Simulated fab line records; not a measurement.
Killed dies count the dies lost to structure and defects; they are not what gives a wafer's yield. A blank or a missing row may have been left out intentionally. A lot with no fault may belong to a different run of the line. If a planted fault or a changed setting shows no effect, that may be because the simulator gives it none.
Chamber matching	flow n5_finfet	N5_BEOL_M4_CO_CAP_55 on cvd_co-01 has 3 sister chambers
The step material Co, precursor CCTBA/H2, target thk 2 nm, time 102.1 s. 6 wafers are shown with their chamber, then 12 later ones without.

## EACH WAFER AND ITS CHAMBER
wafer	chamber	heater_power_w (W)
L083.6	0	214
L088.2	1	215
L088.5	2	225
L086.1	2	220
L086.3	0	212
L086.5	1	219

## WAFERS WHOSE CHAMBER IS MISSING
wafer	heater_power_w (W)
L087.3	215
L087.4	216
L087.5	223
L092.1	226
L092.4	222
L092.6	220
L093.3	217
L093.4	220
L093.5	226
L095.1	217
L095.2	227
L095.5	218

## WHICH CHAMBER EACH WENT THROUGH
wafer	from the rows above	in truth
L087.3	can't be placed: 0 or 1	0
L087.4	can't be placed: 1 or 0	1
L087.5	2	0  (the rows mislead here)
L092.1	2	2
L092.4	can't be placed: 2 or 1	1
L092.6	can't be placed: 2 or 1 or 0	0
L093.3	can't be placed: 1 or 0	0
L093.4	can't be placed: 2 or 1 or 0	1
L093.5	2	2
L095.1	can't be placed: 1 or 0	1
L095.2	2	2
L095.5	can't be placed: 1 or 2 or 0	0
3 of 12 placed correctly. These rows do not allow placing 8 (true chamber among the candidates in 8). Number placed wrongly: 1.
How it was worked out, from the rows above alone: a wafer's distance from a chamber is the root of the sum, over the readings, of the square of ((its reading less the chamber's mean) divided by the reading's scatter). If the next closest chamber is less than 2 further off than the closest, the wafer can't be placed; otherwise it belongs to the closest. A chamber's mean is the mean of its shown wafers. How the scatter is found: for the shown wafers, subtract from each reading the mean of its chamber, square and add these, divide the total by (wafers less chambers), then take the root.
